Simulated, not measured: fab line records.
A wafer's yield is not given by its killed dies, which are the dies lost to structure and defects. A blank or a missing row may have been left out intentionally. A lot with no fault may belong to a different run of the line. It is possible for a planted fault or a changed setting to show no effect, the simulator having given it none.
Chamber matching ; flow n5Finfet ; aldMetal-01 running N5_BEOL_M3_ALD_84: 4 sister chambers
The step deposits TaN, pulse time 2 s, purge time 3 s, co reactant purge time 2 s. 8 wafers are shown with their chamber, then 9 later ones without.

EACH WAFER AND ITS CHAMBER
wafer;chamber;heaterPowerW (W);precursorVesselPressureTorr (Torr)
L078.1;1;318;26.29
L077.6;2;422;26.33
L086.1;3;396;26.26
L086.3;1;316;26.20
L086.5;2;420;26.20
L089.1;0;389;26.34
L089.3;3;410;26.19
L089.6;0;384;26.25

WAFERS MISSING THEIR CHAMBER
wafer;heaterPowerW (W);precursorVesselPressureTorr (Torr)
L091.1;400;26.20
L091.4;398;26.27
L091.6;427;26.25
L090.1;426;26.27
L090.3;378;26.35
L090.5;401;26.20
L095.1;404;26.20
L095.4;372;26.29
L095.6;382;26.29

CHAMBER TAKEN BY EACH
wafer;from the rows above;in truth
L091.1;3;3
L091.4;can't be placed: 3 or 0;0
L091.6;2;2
L090.1;2;2
L090.3;0;0
L090.5;3;3
L095.1;3;3
L095.4;0;0
L095.6;0;0
Correct placement for 8 of the 9. Cannot be placed on the basis of these rows: 1; the candidates contain the true chamber in 1. Wrongly placed: 0.
How it was worked out, from the rows above alone: a wafer's distance from a chamber is the root of the sum, over the readings, of the square of ((its reading less the chamber's mean) divided by the reading's scatter). The wafer belongs to the nearest chamber; if the next one is less than 2 further off, it can't be placed. Each chamber's mean is taken over the wafers shown for it. The scatter: take each reading less its chamber's mean, square it, sum over the shown wafers, divide by the number of wafers less the number of chambers, and take the root.
